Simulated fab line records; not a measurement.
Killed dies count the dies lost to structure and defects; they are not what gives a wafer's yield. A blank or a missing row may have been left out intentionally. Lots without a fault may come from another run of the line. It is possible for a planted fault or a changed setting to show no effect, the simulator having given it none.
fab line records	flow n5_finfet	part 1 of 2: steps 1 to 22 of 31
record: lots: 5	wafers: 15	last_day: 16
route steps=1938 shown BEOL_M7@1307 BEOL_M8@1332
lots untouched by any fault: they come from a run of this same line in which no faults occurred
start_h: the number of hours between the record's first day and the start of the first shown wafer of the lot	wait_h: how many hours have passed since the lot's step before this one	" identical to the entry in the row above	L1.1+2: a single row standing in for several wafers	- value missing, or start not given	* or withheld: withheld	< > ~ a bound
route shown NAME@n: a module of which the file shows steps, and the number in the route of the first	usual: average and standard deviation across the fault-free wafers	same: alike in all rows	chamber/n: place in a boat	sites: per-site readings	_std_site: their standard deviation	_edge_site: the outer-site mean with the inner-site mean subtracted	radius_mm: how far each site lies from the wafer's centre	mask NAME#n: copy n	behind: tool/chamber where the wafer was last shaped	hold: why the lot went on hold/how many hours it stayed there/how the hold came to an end	device: whichever transistor did not switch (one of n, p or np)	end of line: tests of these same wafers at the route's end	step lacking rows: just its recipe	killed: dies lost to structure and defects at the first sort, not the wafer's yield	map: the dies of a wafer, with x for killed, . for not killed, _ for no die there
set.NAME: the run value of the setting; set.NAME@STEP: its run value at that earlier step	model.NAME: the simulator's own value behind a step, which no gauge read
lots seen at some steps along the route; tables by step, rows by wafer
services: the hour from which a tool's chamber was out of use, counted from the record's first day as start_h (under 0 if before that day), plus the number of hours and why
== steps ==
step: N5_BEOL_M7_STRIP_36
recipe: chemistry: N2/H2	power_w: 450	temp_c: 40	pressure_mtorr: 20	rf_frequency_hz: 6e+07	overash_fraction: 0.3	bias_power_w: 7	h2_frac: 0.5	n2_flow_sccm: 200	h2_flow_sccm: 200
usual: bias_power_w: 7.004/0.018	drypump_motor_current_A: 5.73/0.29	oes_product_au: 0.78/0.077	rf_vpp_V: 59.2/1.4	showerhead_plenum_p_Torr: 2.53/0.11	throttle_valve_pct: 23.74/0.25
lot.wafer	tool	chamber	start_h	wait_h	bias_power_w	drypump_motor_current_A	oes_product_au	rf_hours_counter_h	rf_vpp_V	showerhead_plenum_p_Torr	throttle_valve_pct
L078.3	rie_diel-05	0	222.88	0.0	7.013	5.50	0.93	30	58.2	2.61	24.00
L078.5	"	1	"	"	7.020	5.76	0.72	-	58.2	2.64	23.56
L078.6	"	2	"	"	6.988	5.32	0.73	-	60.5	2.48	23.22
L081.2	rie_diel-05	1	239.24	0.0	7.000	5.77	0.71	179	59.6	2.64	23.59
L081.3	"	3	"	"	7.013	5.97	0.80	85	58.2	2.59	24.13
L081.5	"	0	"	"	7.024	5.51	0.92	-	58.4	2.60	24.01
L084.1	rie_diel-06	0	272.03	0.0	6.987	5.57	0.82	66	60.7	2.46	23.77
L084.2	"	2	"	"	7.017	5.35	0.90	16	57.9	2.74	23.83
L084.3	"	1	"	"	6.996	5.63	0.72	197	57.5	2.43	23.82
L089.3	rie_diel-03	0	293.42	0.0	6.989	6.43	0.86	46	62.1	2.46	23.43
L089.4	"	2	"	"	6.997	6.06	0.67	238	58.9	2.40	23.55
L089.5	"	1	"	"	7.021	5.97	0.72	-	60.5	2.54	23.80
L090.3	rie_diel-05	2	295.32	0.0	7.037	5.33	0.70	227	57.8	2.47	23.21
L090.5	"	2	"	"	6.996	5.35	0.71	-	57.3	2.47	23.27
L090.6	"	3	"	"	6.984	5.97	0.79	-	58.4	2.58	24.18
step: N5_BEOL_M7_TRENCH_ETCH_37
recipe: chemistry: C4F6/O2	target_depth_a: 934.78	target: SiCOH_lowk	time_s: 31.2	ion_energy_ev: 250	pressure_mtorr: 30	source_w: 345	bias_w: 185	Ar_flow_sccm: 300	C4F6_flow_sccm: 10	O2_flow_sccm: 10
usual: drypump_motor_current_A: 5.73/0.29	oes_product_au: 0.79/0.079	rf_vpp_V: 667/14	showerhead_plenum_p_Torr: 2.82/0.12	throttle_valve_pct: 20.93/0.23
lot.wafer	tool	chamber	start_h	wait_h	drypump_motor_current_A	oes_product_au	rf_hours_counter_h	rf_vpp_V	showerhead_plenum_p_Torr	throttle_valve_pct
L078.3	rie_diel-05	0	-	-	5.53	0.93	30	665	2.90	21.20
L078.5	"	1	"	"	5.79	0.75	-	685	2.92	20.72
L078.6	"	2	"	"	5.34	0.70	-	663	2.86	21.26
L081.2	rie_diel-05	1	-	-	5.79	0.73	179	685	2.92	20.73
L081.3	"	3	"	"	5.93	0.80	85	682	2.90	21.24
L081.5	"	0	"	"	5.51	0.91	-	663	2.89	21.20
L084.1	rie_diel-06	0	-	-	5.59	0.83	66	670	2.75	20.58
L084.2	"	2	"	"	5.36	0.92	16	679	3.05	20.97
L084.3	"	1	"	"	5.66	0.73	197	646	2.67	20.70
L089.3	rie_diel-03	0	-	-	6.43	0.85	46	682	2.76	20.73
L089.4	"	2	"	"	6.06	0.67	238	639	2.73	21.15
L089.5	"	1	"	"	5.93	0.74	-	650	2.82	20.91
L090.3	rie_diel-05	2	-	-	5.33	0.68	227	662	2.85	21.28
L090.5	"	2	"	"	5.34	0.68	-	663	2.85	21.27
L090.6	"	3	"	"	5.97	0.78	-	680	2.90	21.29
step: N5_BEOL_M7_ETCH_41
recipe: chemistry: CH3F/O2	target: SiCN	target_depth_a: 319	taper_deg: 2	time_s: 57.8	ion_energy_ev: 120	mask_material: TiN	pressure_mtorr: 30	source_w: 395	bias_w: 75	Ar_flow_sccm: 150	CH3F_flow_sccm: 30	O2_flow_sccm: 20
usual: drypump_motor_current_A: 5.72/0.29	oes_product_au: 0.79/0.08	rf_vpp_V: 296.9/1.8	showerhead_plenum_p_Torr: 1.98/0.086	throttle_valve_pct: 16.33/0.18
lot.wafer	tool	chamber	start_h	wait_h	drypump_motor_current_A	oes_product_au	rf_hours_counter_h	rf_vpp_V	showerhead_plenum_p_Torr	throttle_valve_pct
L078.3	rie_diel-05	0	-	-	5.55	0.93	30	298.6	2.03	16.49
L078.5	"	1	"	"	5.76	0.74	-	299.3	2.06	16.24
L078.6	"	2	"	"	5.33	0.69	-	296.3	2.01	16.61
L081.2	rie_diel-05	1	-	-	5.77	0.74	179	297.8	2.06	16.25
L081.3	"	3	"	"	5.93	0.80	85	298.1	2.04	16.56
L081.5	"	0	"	"	5.51	0.92	-	298.9	2.03	16.50
L084.1	rie_diel-06	0	-	-	5.55	0.83	66	296.7	1.93	15.99
L084.2	"	2	"	"	5.37	0.94	16	299.4	2.15	16.22
L084.3	"	1	"	"	5.63	0.73	197	295.8	1.88	16.24
L089.3	rie_diel-03	0	-	-	6.42	0.85	46	296.5	1.94	16.12
L089.4	"	2	"	"	6.09	0.67	238	295.1	1.91	16.47
L089.5	"	1	"	"	5.95	0.74	-	297.9	1.98	16.33
L090.3	rie_diel-05	2	-	-	5.33	0.69	227	297.4	2.00	16.64
L090.5	"	2	"	"	5.32	0.69	-	296.3	2.00	16.62
L090.6	"	3	"	"	5.90	0.79	-	298.7	2.03	16.58
step: N5_BEOL_M7_STRIP_80
recipe: chemistry: N2/H2	time_s: 10	power_w: 450	temp_c: 40	pressure_mtorr: 20	rf_frequency_hz: 6e+07	bias_power_w: 7	n2_flow_sccm: 200	h2_flow_sccm: 200
usual: bias_power_w: 6.998/0.021	drypump_motor_current_A: 5.73/0.29	oes_product_au: 0.78/0.078	rf_vpp_V: 59.1/0.84	showerhead_plenum_p_Torr: 2.53/0.11	throttle_valve_pct: 23.74/0.25
lot.wafer	tool	chamber	start_h	wait_h	bias_power_w	drypump_motor_current_A	oes_product_au	rf_hours_counter_h	rf_vpp_V	showerhead_plenum_p_Torr	throttle_valve_pct
L078.3	rie_diel-05	0	-	-	6.994	5.48	0.92	30	59.9	2.61	24.00
L078.5	"	1	"	"	7.015	5.76	0.71	-	60.0	2.64	23.56
L078.6	"	2	"	"	6.974	5.33	0.72	-	58.7	2.48	23.22
L081.2	rie_diel-05	1	-	-	7.021	5.77	0.72	179	58.9	2.64	23.56
L081.3	"	3	"	"	6.995	5.93	0.80	85	59.8	2.59	24.14
L081.5	"	0	"	"	7.016	5.49	0.92	-	59.0	2.60	24.02
L084.1	rie_diel-06	0	-	-	6.976	5.57	0.82	66	59.3	2.46	23.77
L084.2	"	2	"	"	6.981	5.34	0.92	17	60.4	2.74	23.85
L084.3	"	1	"	"	6.999	5.66	0.72	197	59.5	2.43	23.86
L089.3	rie_diel-03	0	-	-	6.994	6.41	0.84	46	57.0	2.46	23.42
L089.4	"	2	"	"	7.002	6.06	0.67	238	59.0	2.40	23.55
L089.5	"	1	"	"	7.000	5.99	0.73	-	58.0	2.54	23.79
L090.3	rie_diel-05	2	-	-	6.964	5.34	0.71	227	58.8	2.47	23.24
L090.5	"	2	"	"	6.972	5.34	0.71	-	59.3	2.47	23.24
L090.6	"	3	"	"	6.942	6.01	0.78	-	59.6	2.58	24.17
step: N5_BEOL_M7_OCD_MEAS_38
usual: trench_depth_nm: 93.1/2.1
lot.wafer	tool	chamber	start_h	wait_h	trench_depth_nm
L078.3	ocd-02	-	223.08	-	96.4
L078.5	"	-	"	"	95.4
L078.6	"	-	"	"	90.7
L081.2	ocd-02	-	239.44	-	92.3
L081.3	"	-	"	"	89.5
L081.5	"	-	"	"	94.0
L084.1	ocd-02	-	272.23	-	91.1
L084.2	"	-	"	"	94.7
L084.3	"	-	"	"	93.3
L089.3	ocd-01	-	293.62	-	92.3
L089.4	"	-	"	"	92.4
L089.5	"	-	"	"	93.0
L090.3	ocd-01	-	295.52	-	89.7
L090.5	"	-	"	"	89.8
L090.6	"	-	"	"	90.9
step: N5_BEOL_M7_HM_STRIP_39
recipe: chemistry: peroxide_tin_strip	material: TiN	target_depth_a: 250	temp_c: 50	time_s: 158
lot.wafer	tool	chamber	start_h	wait_h
L078.3+5+6	wet_bench-06	5,6,3	223.11	0.0
L081.2+3+5	wet_bench-01	0,7,6	239.47	0.0
L084.1+2+3	wet_bench-01	6,2,5	272.26	0.0
L089.3+4+5	wet_bench-01	6,7,4	293.65	0.0
L090.3+5+6	wet_bench-03	2,7,5	295.55	0.0
step: N5_BEOL_M7_SRD_40
recipe: time_s: 30	temp_c: 23	rinse_liquid: diw	dry: ipa_marangoni
lot.wafer	tool	chamber	start_h	wait_h
L078.3+5+6	wet_bench-06	5,6,3	223.15	0.0
L081.2+3+5	wet_bench-01	0,7,6	239.52	0.0
L084.1+2+3	wet_bench-01	6,2,5	272.31	0.0
L089.3+4+5	wet_bench-01	6,7,4	293.69	0.0
L090.3+5+6	wet_bench-03	2,7,5	295.60	0.0
step: N5_BEOL_M7_PRECLEAN_42
recipe: chemistry: residue_remover	time_s: 60	temp_c: 40
lot.wafer	tool	chamber	start_h	wait_h
L078.3+5+6	wet_bench-06	5,6,3	223.17	0.0
L081.2+3+5	wet_bench-01	0,7,6	239.54	0.0
L084.1+2+3	wet_bench-01	6,2,5	272.33	0.0
L089.3+4+5	wet_bench-01	6,7,4	293.71	0.0
L090.3+5+6	wet_bench-03	2,7,5	295.61	0.0
step: N5_BEOL_M7_SRD_43
recipe: time_s: 30	temp_c: 23	rinse_liquid: diw	dry: ipa_marangoni
lot.wafer	tool	chamber	start_h	wait_h
L078.3+5+6	wet_bench-06	5,6,3	223.19	0.0
L081.2+3+5	wet_bench-01	0,7,6	239.55	0.0
L084.1+2+3	wet_bench-01	6,2,5	272.34	0.0
L089.3+4+5	wet_bench-01	6,7,4	293.73	0.0
L090.3+5+6	wet_bench-03	2,7,5	295.63	0.0
step: N5_BEOL_M7_CD_MEAS_35
recipe: target_cd_nm: 40	polarity: opening
usual: cd_nm: 39.7/0.7
lot.wafer	tool	chamber	start_h	wait_h	cd_nm
L078.3	cd_sem-02	-	223.23	0.0	39.2
L078.5	"	-	"	"	39.6
L078.6	"	-	"	"	40.0
L081.2	cd_sem-02	-	239.60	0.0	39.6
L081.3	"	-	"	"	39.3
L081.5	"	-	"	"	39.4
L084.1	cd_sem-02	-	272.38	0.0	39.1
L084.2	"	-	"	"	39.0
L084.3	"	-	"	"	40.9
L089.3	cd_sem-03	-	293.77	0.0	40.1
L089.4	"	-	"	"	38.8
L089.5	"	-	"	"	40.1
L090.3	cd_sem-01	-	295.67	0.0	39.2
L090.5	"	-	"	"	39.8
L090.6	"	-	"	"	39.0
step: N5_BEOL_M7_CURE_75
recipe: temp_c: 370	time_s: 120	ambient: DMADMS/He	material: SiCOH_lowk
usual: lamp_power_pct: 52.32/0.053	wafer_temp_C_max: 371.6/0.68
lot.wafer	tool	chamber	start_h	wait_h	lamp_power_pct	wafer_temp_C_max
L078.3	uv_cure-02	2	223.47	0.2	52.36	371.2
L078.5	"	2	"	"	52.28	371.3
L078.6	"	2	"	"	52.41	371.3
L081.2	uv_cure-02	2	239.74	0.1	52.31	371.3
L081.3	"	2	"	"	52.36	371.4
L081.5	"	2	"	"	52.34	372.1
L084.1	uv_cure-01	0	272.42	0.0	52.33	371.0
L084.2	"	0	"	"	52.37	371.0
L084.3	"	0	"	"	52.39	371.0
L089.3	uv_cure-03	1	293.91	0.1	52.31	371.2
L089.4	"	1	"	"	52.33	371.7
L089.5	"	1	"	"	52.38	371.0
L090.3	uv_cure-02	0	295.81	0.1	52.25	370.9
L090.5	"	0	"	"	52.27	370.7
L090.6	"	0	"	"	52.44	370.7
step: N5_BEOL_M7_DEGAS_44
recipe: ambient: vacuum	temp_c: 250	time_s: 60
usual: heater_power_w: 331/35
lot.wafer	tool	chamber	start_h	wait_h	heater_power_w
L078.3	pvd_sputter-03	-	224.26	0.7	348
L078.5	"	-	"	"	329
L078.6	"	-	"	"	300
L081.2	pvd_sputter-02	-	240.39	0.6	348
L081.3	"	-	"	"	319
L081.5	"	-	"	"	344
L084.1	pvd_sputter-03	-	272.82	0.3	335
L084.2	"	-	"	"	287
L084.3	"	-	"	"	265
L089.3	pvd_sputter-02	-	294.34	0.4	390
L089.4	"	-	"	"	321
L089.5	"	-	"	"	354
L090.3	pvd_sputter-01	-	297.84	2.0	293
L090.5	"	-	"	"	303
L090.6	"	-	"	"	324
step: N5_BEOL_M7_PRE_CLEAN_45
recipe: gas: H2/He	time_s: 30	temp_c: 250
usual: heater_power_w: 331/35
lot.wafer	tool	chamber	start_h	wait_h	heater_power_w
L078.3	pvd_sputter-03	-	224.30	0.0	343
L078.5	"	-	"	"	329
L078.6	"	-	"	"	298
L081.2	pvd_sputter-02	-	240.44	0.0	344
L081.3	"	-	"	"	321
L081.5	"	-	"	"	335
L084.1	pvd_sputter-03	-	272.86	0.0	335
L084.2	"	-	"	"	297
L084.3	"	-	"	"	264
L089.3	pvd_sputter-02	-	294.38	0.0	398
L089.4	"	-	"	"	316
L089.5	"	-	"	"	365
L090.3	pvd_sputter-01	-	297.88	0.0	296
L090.5	"	-	"	"	301
L090.6	"	-	"	"	326
step: N5_BEOL_M7_ALD_77
recipe: material: TaN	target_thk_a: 20	temp_c: 275	ald_precursor_family: PDMAT	ald_co_reactant: NH3	pressure_torr: 3	carrier_flow_sccm: 1500	pulse_time_s: 2	purge_time_s: 3	co_reactant_purge_time_s: 2	co_reactant_pulse_time_s: 3	ald_cycles: 40	precursor_vessel_temp_c: 75	precursor_vessel_pressure_torr: 26.25	precursor_vessel_carrier_sccm: 1000
usual: heater_power_w: 429/63	precursor_vessel_carrier_sccm: 1000.0/2.7
same: co_reactant_purge_time_s: 2
lot.wafer	tool	chamber	start_h	wait_h	heater_power_w	precursor_vessel_carrier_sccm	since_wet_clean_h
L078.3	ald_metal-03	2	224.42	0.1	367	998.9	4503
L078.5	"	2	"	"	377	997.7	-
L078.6	"	3	"	"	442	998.6	-
L081.2	ald_metal-01	0	240.57	0.1	395	997.7	1442
L081.3	"	3	"	"	564	1001.4	1442
L081.5	"	3	"	"	554	1000.6	-
L084.1	ald_metal-01	3	272.94	0.1	552	998.8	1474
L084.2	"	1	"	"	355	1000.4	1474
L084.3	"	0	"	"	391	1002.4	1474
L089.3	ald_metal-01	2	294.50	0.1	424	1003.2	1496
L089.4	"	3	"	"	566	999.9	1496
L089.5	"	0	"	"	388	1004.5	-
L090.3	ald_metal-01	3	297.96	0.1	560	998.5	1499
L090.5	"	0	"	"	392	1000.1	-
L090.6	"	1	"	"	361	996.8	-
step: N5_BEOL_M7_SURFACE_TREAT_79
recipe: gas: Ar	time_s: *	ion_energy_ev: *	ion_current_ma_cm2: 0.5	pressure_mtorr: *	ar_flow_sccm: 30
usual: throttle_valve_pct: *
lot.wafer	tool	chamber	start_h	wait_h	throttle_valve_pct
L078.3	pvd_sputter-03	-	224.70	0.2	*
L078.5	"	-	"	"	*
L078.6	"	-	"	"	*
L081.2	pvd_sputter-01	-	241.37	0.7	*
L081.3	"	-	"	"	*
L081.5	"	-	"	"	*
L084.1	pvd_sputter-02	-	273.28	0.2	*
L084.2	"	-	"	"	*
L084.3	"	-	"	"	*
L089.3	pvd_sputter-03	-	295.15	0.5	*
L089.4	"	-	"	"	*
L089.5	"	-	"	"	*
L090.3	pvd_sputter-01	-	298.28	0.2	*
L090.5	"	-	"	"	*
L090.6	"	-	"	"	*
step: N5_BEOL_M7_CVD_78
recipe: material: Co	target_thk_a: 20	temp_c: withheld	precursor: CCTBA/H2	pressure_torr: 30	time_s: 142.3
lot.wafer	tool	chamber	start_h	wait_h	since_wet_clean_h
L078.3	cvd_co-01	1	224.78	0.1	1203
L078.5	"	2	"	"	-
L078.6	"	1	"	"	-
L081.2	cvd_co-01	2	241.43	0.0	323
L081.3	"	0	"	"	783
L081.5	"	1	"	"	-
L084.1	cvd_co-02	2	273.39	0.1	574
L084.2	"	1	"	"	137
L084.3	"	0	"	"	1033
L089.3	cvd_co-02	1	295.23	0.1	159
L089.4	"	2	"	"	-
L089.5	"	1	"	"	-
L090.3	cvd_co-02	0	298.35	0.1	1058
L090.5	"	0	"	"	-
L090.6	"	2	"	"	-
step: N5_BEOL_M7_SPUTTER_48
recipe: material: Cu	target_thk_a: 100	temp_c: -20	bias_v: 60	power_w: 26000	chamber_pressure_pa: 0.13	time_s: 1.667
usual: throttle_valve_pct: 30.1/0.9
lot.wafer	tool	chamber	start_h	wait_h	throttle_valve_pct
L078.3	pvd_sputter-03	-	224.94	0.1	30.1
L078.5	"	-	"	"	30.1
L078.6	"	-	"	"	30.4
L081.2	pvd_sputter-01	-	241.63	0.2	30.2
L081.3	"	-	"	"	30.5
L081.5	"	-	"	"	30.1
L084.1	pvd_sputter-02	-	273.58	0.1	30.0
L084.2	"	-	"	"	30.5
L084.3	"	-	"	"	31.2
L089.3	pvd_sputter-03	-	295.37	0.1	30.5
L089.4	"	-	"	"	30.9
L089.5	"	-	"	"	30.1
L090.3	pvd_sputter-01	-	298.48	0.1	30.9
L090.5	"	-	"	"	30.4
L090.6	"	-	"	"	29.8
step: N5_BEOL_M7_ECD_50
recipe: material: Cu	target_thk_a: 3000
lot.wafer	tool	chamber	start_h	wait_h
L078.3+5+6	ecd_cu-01	1,1,0	225.08	0.1
L081.2+3+5	ecd_cu-02	0	241.75	0.1
L084.1+2+3	ecd_cu-02	0,1,0	273.72	0.1
L089.3+4+5	ecd_cu-02	1,0,0	295.51	0.1
L090.3+5+6	ecd_cu-01	0,1,0	298.62	0.1
step: N5_BEOL_M7_ANNEAL_51
recipe: temp_c: 225	time_s: 90	ambient: N2
usual: wafer_temp_C_max: 225.83/0.21
lot.wafer	tool	chamber	start_h	wait_h	wafer_temp_C_max
L078.3	rtp_anneal-01	0	225.69	0.6	225.69
L078.5	"	0	"	"	225.69
L078.6	"	0	"	"	225.81
L081.2	rtp_anneal-02	0	242.00	0.2	225.95
L081.3	"	0	"	"	225.87
L081.5	"	0	"	"	225.89
L084.1	rtp_anneal-01	0	273.87	0.1	225.98
L084.2	"	0	"	"	225.82
L084.3	"	0	"	"	225.78
L089.3	rtp_anneal-02	0	295.98	0.4	225.89
L089.4	"	0	"	"	225.30
L089.5	"	0	"	"	225.47
L090.3	rtp_anneal-02	0	298.78	0.1	225.87
L090.5	"	0	"	"	225.82
L090.6	"	0	"	"	225.46
step: N5_BEOL_M7_CMP_52
recipe: stop_on: SiCOH_lowk	t_overpolish_s: 6.9	down_force_psi: 1	platen_rpm: 50	clearing_platen_down_force_psi: 1.5	clearing_platen_rpm: 50	post_cmp_clean: cu_alkaline	target_thk_nm: 80	clearing_platen_pad_velocity_m_s: 0.99484	pad_velocity_m_s: 0.99484
usual: barrier_field_endpoint_s: 29.3/0.91	motor_current_A: 6.4/0.55	overpolish_run_s: 6.900/0.0092	time_to_endpoint_s: 64/3.8
lot.wafer	tool	chamber	start_h	wait_h	barrier_field_endpoint_s	motor_current_A	overpolish_run_s	time_to_endpoint_s
L078.3	cmp-02	3	226.03	0.3	29.0	6.9	6.915	65
L078.6	"	0	"	"	29.9	6.6	6.898	65
L078.5	"	1	"	"	29.4	6.0	6.902	62
L081.2	cmp-02	3	242.25	0.2	29.0	6.3	6.890	63
L081.3	"	2	"	"	29.4	6.4	6.904	66
L081.5	"	3	"	"	30.0	6.5	6.926	66
L084.1	cmp-02	1	274.18	0.3	29.8	5.8	6.905	63
L084.3	"	2	"	"	29.5	6.3	6.896	65
L084.2	"	0	"	"	29.5	6.4	6.909	63
L089.3	cmp-04	2	296.19	0.2	29.7	6.8	6.903	64
L089.4	"	0	"	"	30.3	7.3	6.899	67
L089.5	"	3	"	"	29.9	5.9	6.909	66
L090.3	cmp-01	1	298.99	0.2	28.9	6.7	6.915	64
L090.6	"	1	"	"	28.3	6.6	6.903	60
L090.5	"	2	"	"	30.0	6.7	6.902	66
step: N5_BEOL_M7_THK_MEAS_53
recipe: thk_meas_gauge: xrf	reads: Cu_of_BEOL_M7_ECD_50
usual: M7_THK: 79.8/2.4
lot.wafer	tool	chamber	start_h	wait_h	M7_THK[nm]
L078.3	film_metro-01	-	226.21	-	83.5
L078.5	"	-	"	"	82.3
L078.6	"	-	"	"	77.1
L081.2	film_metro-02	-	242.54	-	79.6
L081.3	"	-	"	"	76.6
L081.5	"	-	"	"	79.6
L084.1	film_metro-01	-	274.48	-	75.9
L084.2	"	-	"	"	81.4
L084.3	"	-	"	"	80.6
L089.3	film_metro-02	-	296.48	-	79.3
L089.4	"	-	"	"	81.0
L089.5	"	-	"	"	80.6
L090.3	film_metro-01	-	299.28	-	75.8
L090.5	"	-	"	"	77.9
L090.6	"	-	"	"	76.9
step: N5_BEOL_M7_PRE_CLEAN_55
recipe: gas: NH3	time_s: 15	temp_c: withheld	rf_power_w: 300
lot.wafer	tool	chamber	start_h	wait_h	since_wet_clean_h
L078.3	pecvd-03	2	226.25	0.0	176
L078.5	"	0	"	"	-
L078.6	"	2	"	"	-
L081.2	pecvd-02	1	242.58	0.0	1853
L081.3	"	2	"	"	374
L081.5	"	1	"	"	-
L084.1	pecvd-02	0	274.51	0.0	1160
L084.2	"	1	"	"	1885
L084.3	"	2	"	"	406
L089.3	pecvd-01	0	296.52	0.0	1363
L089.4	"	1	"	"	-
L089.5	"	0	"	"	-
L090.3	pecvd-01	0	299.32	0.0	1366
L090.5	"	2	"	"	-
L090.6	"	0	"	"	-
